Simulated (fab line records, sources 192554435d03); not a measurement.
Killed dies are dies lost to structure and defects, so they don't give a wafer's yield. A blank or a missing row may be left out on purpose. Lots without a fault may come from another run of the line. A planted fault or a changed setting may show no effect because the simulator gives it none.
One fault seen from 2 desks | flow n5_finfet | each desk has only its own numbers; what lay behind them comes last

THE TOOL OWNER'S DESK: rie_diel-06
The tool's own readings at N5_BEOL_M3_ETCH_77 (etches underlayer in N2/H2, target depth 6.5 nm, time 5.2 s): means of the sampled wafers that have a number, for each lot that ran on this tool. A lot is out of limits, marked OUT, if its mean lies more than 4 standard deviations from the usual mean; the brackets give that distance.
Columns: A = drypump_motor_current_A at N5_BEOL_M3_ETCH_77, usual 5.7 A; B = etch_rf_on_time_s at N5_BEOL_M3_ETCH_77, usual 5.16 s; C = oes_product_au at N5_BEOL_M3_ETCH_77, usual 0.67 a.u.; D = rf_vpp_V at N5_BEOL_M3_ETCH_77, usual 523 V; E = showerhead_plenum_p_Torr at N5_BEOL_M3_ETCH_77, usual 2.53 Torr; F = throttle_valve_pct at N5_BEOL_M3_ETCH_77, usual 17.88 %
lot  | first seen here | A   | B    | C    | D   | E    | F
L487 | day 7 21:34     | 5.8 | 5.23 | 0.68 | 524 | 2.57 | 18.04
L490 | day 8 07:55     | 5.8 | 5.26 | 0.64 | 523 | 2.52 | 18.15
L493 | day 9 02:02     | 5.6 | 5.13 | 0.72 | 525 | 2.60 | 17.86
L499 | day 11 01:32    | 5.7 | 5.14 | 0.69 | 521 | 2.49 | 17.96
L501 | day 11 02:31    | 5.9 | 5.15 | 0.65 | 522 | 2.48 | 18.20
This desk's finding: nothing out of limits on any of the 5 lots.

THE METROLOGY DESK
What the gauges read, lot by lot, whatever tool the lot ran on: means of the sampled wafers that have a number. A lot is out of limits, marked OUT, if its mean lies more than 4 standard deviations from the usual mean; the brackets give that distance.
Columns: A = PAD_OVL at N5_PASSIVATION_OVL_MEAS_63, usual -1 nm; B = PASS_OPEN_OVL at N5_PASSIVATION_OVL_MEAS_66, usual 6 nm
lot  | first seen here | A  | B
L486 | day 12 21:12    | 5  | 8
L487 | day 13 00:14    | -7 | -1
L488 | day 13 16:05    | 5  | 0
L490 | day 14 00:50    | -2 | 3
L493 | day 14 11:23    | -5 | 8
L501 | day 16 01:59    | 2  | 11
L499 | day 16 10:55    | 3  | 20
L504 | day 18 01:33    | 1  | 9
L506 | day 18 01:53    | -3 | 7
L507 | day 18 19:30    | -3 | 6
L509 | day 19 00:29    | -5 | -3
This desk's finding: nothing out of limits on any of the 11 lots.

PUT TOGETHER
The tool owner's desk saw nothing out of limits.
The metrology desk saw nothing out of limits.

WHAT THE SIMULATOR HAD PUT IN
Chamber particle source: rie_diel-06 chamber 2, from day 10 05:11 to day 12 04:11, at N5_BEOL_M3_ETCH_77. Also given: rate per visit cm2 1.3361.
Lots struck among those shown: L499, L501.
